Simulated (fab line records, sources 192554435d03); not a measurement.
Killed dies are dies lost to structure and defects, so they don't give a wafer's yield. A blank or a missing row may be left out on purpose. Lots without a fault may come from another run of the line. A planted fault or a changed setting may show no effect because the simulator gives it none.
Which tool did it? | flow n5_finfet | 15 lots, 44 wafers sampled, at 3 steps of a route of 1938

WHAT THE GAUGES READ, wafer by wafer
N5_BEOL_M0_CUTY_OVL_MEAS_58. Usual: M0_ABLK_OVL -0.1 nm, standard deviation 0.91.
lot  | measured     | on         | M0_ABLK_OVL (nm) | flag
L153 | day 6 03:22  | overlay-01 | 0.4 -1.0 0.3     |
L154 | day 6 10:59  | overlay-01 | -0.7 0.3 1.4     |
L157 | day 6 23:14  | overlay-02 | -0.2 -1.1 -1.8   |
L158 | day 7 05:16  | overlay-01 | 0.2 0.3 -0.6     |
L159 | day 7 16:55  | overlay-01 | 0.2 0.2 1.4      |
L160 | day 7 21:05  | overlay-02 | -0.5 0.0 0.4     |
L163 | day 8 18:40  | overlay-02 | 1.3 0.4 1.7      |
L164 | day 8 23:07  | overlay-02 | -0.5 0.3 -0.1    |
L165 | day 9 04:16  | overlay-01 | 0.5 0.9 0.7      |
L167 | day 9 16:34  | overlay-02 | -0.7 -0.3 -1.5   |
L168 | day 9 20:38  | overlay-01 | - - -            | OFF
L169 | day 9 23:11  | overlay-02 | - - -            | OFF
L170 | day 10 05:32 | overlay-01 | - - -            | OFF
L174 | day 11 08:10 | overlay-02 | 0.1 0.2 -0.9     |
L175 | day 11 16:44 | overlay-01 | -0.9 0.0         |

WHICH TOOL RAN EACH LOT (tool, then ch and the chambers of the sampled wafers, then the start)
lot  | N5_BEOL_M0_SAQP_MANDREL2_REMOVE_110 | N5_BEOL_M0_CUTY_EXPOSE_54
L153 | rie_si-03 ch 0,1, day 6 01:22       | arfi_scanner-03 ch 0, day 6 03:12
L154 | rie_si-03 ch 0,3, day 6 09:10       | arfi_scanner-03 ch 0, day 6 10:50
L157 | rie_si-03 ch 1,2,3, day 6 21:19     | arfi_scanner-03 ch 0, day 6 23:05
L158 | rie_si-04 ch 0,1,2, day 7 03:16     | arfi_scanner-03 ch 0, day 7 05:07
L159 | rie_si-02 ch 0,1,2, day 7 14:54     | arfi_scanner-01 ch 0, day 7 16:46
L160 | rie_si-04 ch 0,1,2, day 7 18:58     | arfi_scanner-03 ch 0, day 7 20:57
L163 | rie_si-02 ch 0,2,3, day 8 16:30     | arfi_scanner-02 ch 0, day 8 18:31
L164 | rie_si-03 ch 0,2,3, day 8 21:14     | arfi_scanner-03 ch 0, day 8 22:58
L165 | rie_si-04 ch 2,3, day 9 02:01       | arfi_scanner-01 ch 0, day 9 04:07
L167 | rie_si-04 ch 0,1,3, day 9 14:29     | arfi_scanner-01 ch 0, day 9 16:24
L168 | rie_si-03 ch 1,2,3, day 9 18:45     | arfi_scanner-03, day 9 20:29
L169 | rie_si-03 ch 2,3, day 9 21:19       | arfi_scanner-03, day 9 23:02
L170 | rie_si-04 ch 0,1,2, day 10 03:32    | arfi_scanner-01, day 10 05:23
L174 | rie_si-02 ch 0,2, day 11 05:41      | arfi_scanner-01 ch 0, day 11 08:01
L175 | rie_si-02 ch 2, day 11 14:44        | arfi_scanner-03 ch 0, day 11 16:35
- N5_BEOL_M0_SAQP_MANDREL2_REMOVE_110: chemistry HBr/Cl2/O2, target a-Si, stops on SiCN, bt time 10 s.
- N5_BEOL_M0_CUTY_EXPOSE_54: exposes mask M0 ABLK.

WHAT THE TOOLS THEMSELVES READ (means of the sampled wafers that have a number; where no wafer has one, the mark that the record gives instead)
N5_BEOL_M0_SAQP_MANDREL2_REMOVE_110. Usual: drypump_motor_current_A 5.8 A, standard deviation 0.49; oes_product_au 0.995 a.u., standard deviation 0.014; throttle_valve_pct 36.9 %, standard deviation 0.59.
lot  | tool      | drypump_motor_current_A (A) | oes_product_au (a.u.) | throttle_valve_pct (%) | flag
L153 | rie_si-03 | 6.2                         | 0.995                 | 36.6                   |
L154 | rie_si-03 | 5.9                         | 0.993                 | 36.6                   |
L157 | rie_si-03 | 5.6                         | 0.987                 | 36.7                   |
L158 | rie_si-04 | 6.0                         | 0.979                 | 37.2                   |
L159 | rie_si-02 | 5.6                         | 1.008                 | 36.8                   |
L160 | rie_si-04 | 5.9                         | 0.998                 | 37.2                   |
L163 | rie_si-02 | 6.0                         | 0.993                 | 36.8                   |
L164 | rie_si-03 | 5.9                         | 0.992                 | 36.9                   |
L165 | rie_si-04 | 5.5                         | 0.992                 | 36.7                   |
L167 | rie_si-04 | 6.0                         | 0.996                 | 36.6                   |
L168 | rie_si-03 | 5.6                         | 0.992                 | 36.7                   |
L169 | rie_si-03 | 5.4                         | 0.990                 | 36.6                   |
L170 | rie_si-04 | 6.0                         | 0.993                 | 37.2                   |
L174 | rie_si-02 | 5.7                         | 0.995                 | 36.6                   |
L175 | rie_si-02 | 6.0                         | 0.992                 | 36.5                   |

N5_BEOL_M0_CUTY_EXPOSE_54. Usual: exposure_dose_mJ_cm2 35.97, standard deviation 0.035; focus_offset_nm 0.0 nm, standard deviation 0.46.
lot  | tool            | exposure_dose_mJ_cm2 | focus_offset_nm (nm) | flag
L153 | arfi_scanner-03 | 35.95                | -0.2                 |
L154 | arfi_scanner-03 | 35.95                | -0.2                 |
L157 | arfi_scanner-03 | 35.96                | 0.1                  |
L158 | arfi_scanner-03 | 36.02                | -0.1                 |
L159 | arfi_scanner-01 | 35.94                | 0.3                  |
L160 | arfi_scanner-03 | 36.00                | 0.4                  |
L163 | arfi_scanner-02 | 36.00                | -0.2                 |
L164 | arfi_scanner-03 | 36.02                | 0.5                  |
L165 | arfi_scanner-01 | 35.94                | 0.3                  |
L167 | arfi_scanner-01 | 35.95                | -0.4                 |
L168 | arfi_scanner-03 | -                    | -                    | OFF
L169 | arfi_scanner-03 | -                    | -                    | OFF
L170 | arfi_scanner-01 | -                    | -                    | OFF
L174 | arfi_scanner-01 | 35.97                | 0.5                  |
L175 | arfi_scanner-03 | 36.00                | -0.4                 |

THE ANSWER, worked out from the rows above alone
Rule: a lot is off if the mean of its wafers that have a number lies more than 3 standard deviations from the usual mean. A lot without any number at a reading at which 4 lots or more have one is off too. The other lots that the step has rows for count as sound. The gauges are gone through in route order, then the tools' own readings, and for those a lot's mean is taken as printed above. The first step at which some lot is off is used, and at that step the reading that is off furthest; a lot without a number counts as furthest.
Off: L168, L169, L170, at N5_BEOL_M0_CUTY_OVL_MEAS_58 (M0_ABLK_OVL). Without a number there: L168, L169, L170.
A tool fits if, at a process step before that reading, it ran every lot that is off, and no sound lot after the first of them. The gauges at N5_BEOL_M0_CUTY_OVL_MEAS_58 aren't tried: what is off there is off at N5_BEOL_M0_CUTY_EXPOSE_54 too, on other tools, and a gauge's error can't cause that. None of those tried fits.

WHAT THE SIMULATOR HAD PUT IN
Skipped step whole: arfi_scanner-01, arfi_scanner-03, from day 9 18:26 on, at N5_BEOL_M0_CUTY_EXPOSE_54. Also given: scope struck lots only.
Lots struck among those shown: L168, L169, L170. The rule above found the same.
